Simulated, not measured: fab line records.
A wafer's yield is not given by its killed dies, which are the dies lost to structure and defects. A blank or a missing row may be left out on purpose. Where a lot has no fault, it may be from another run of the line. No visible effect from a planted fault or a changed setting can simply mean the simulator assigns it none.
Matching of chambers -- flow nand_harc -- NHARC_P_BONDPAD_DEP_00 on pecvd-01 has 3 sister chambers
The step deposits SiCN, target thk 250 nm. 16 wafers are shown with their chamber, then 8 later ones without.

## WAFERS PAIRED WITH THEIR CHAMBERS
wafer,chamber,heater_power_w (W),chamber_pressure_Torr (Torr)
L513.2,0,707,2.993
L513.3,1,578,2.991
L513.5,1,595,3.003
L514.1,2,440,2.992
L514.2,1,620,3.006
L514.4,1,635,2.997
L515.2,2,451,2.995
L515.4,2,461,3.004
L515.6,0,597,3.004
L518.3,0,608,2.990
L518.4,2,404,2.998
L518.6,0,631,3.001
L523.2,0,726,2.996
L523.3,2,419,3.003
L523.5,1,603,2.998
L522.4,2,393,3.000

SIGNATURES (averages over the wafers above)
reading,chamber 0,chamber 1,chamber 2,scatter within a chamber
heater_power_w,653.80,606.20,428.00,38.7
chamber_pressure_Torr,2.99680,2.99900,2.99867,0.00535
Rule: a wafer's distance from a chamber is the root of the sum, over the readings, of the square of ((its reading less the chamber's mean) divided by the reading's scatter). If the next closest chamber is less than 2 further off than the closest, the wafer can't be placed; otherwise it belongs to the closest. The scatter is the square root of a quotient: the sum, over the shown wafers, of each reading's squared deviation from its chamber's mean, divided by wafers minus chambers.

## WAFERS MISSING THEIR CHAMBER
wafer,heater_power_w (W),chamber_pressure_Torr (Torr)
L522.5,585,3.002
L522.6,728,3.004
L525.3,553,2.999
L525.5,562,2.994
L525.6,738,3.006
L534.1,636,3.006
L534.3,449,3.001
L534.4,638,2.996

## WHICH CHAMBER EACH ONE RAN IN
wafer,from the rows above,in truth
L522.5,can't be placed: 1 or 0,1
L522.6,can't be placed: 0 or 1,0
L525.3,can't be placed: 1 or 0 or 2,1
L525.5,can't be placed: 1 or 0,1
L525.6,can't be placed: 0 or 1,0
L534.1,can't be placed: 1 or 0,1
L534.3,2,2
L534.4,can't be placed: 0 or 1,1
Correct placement for 1 of the 8. Not placeable from these rows: 7 (in 7, the candidates include the true chamber). 0 placed wrongly.
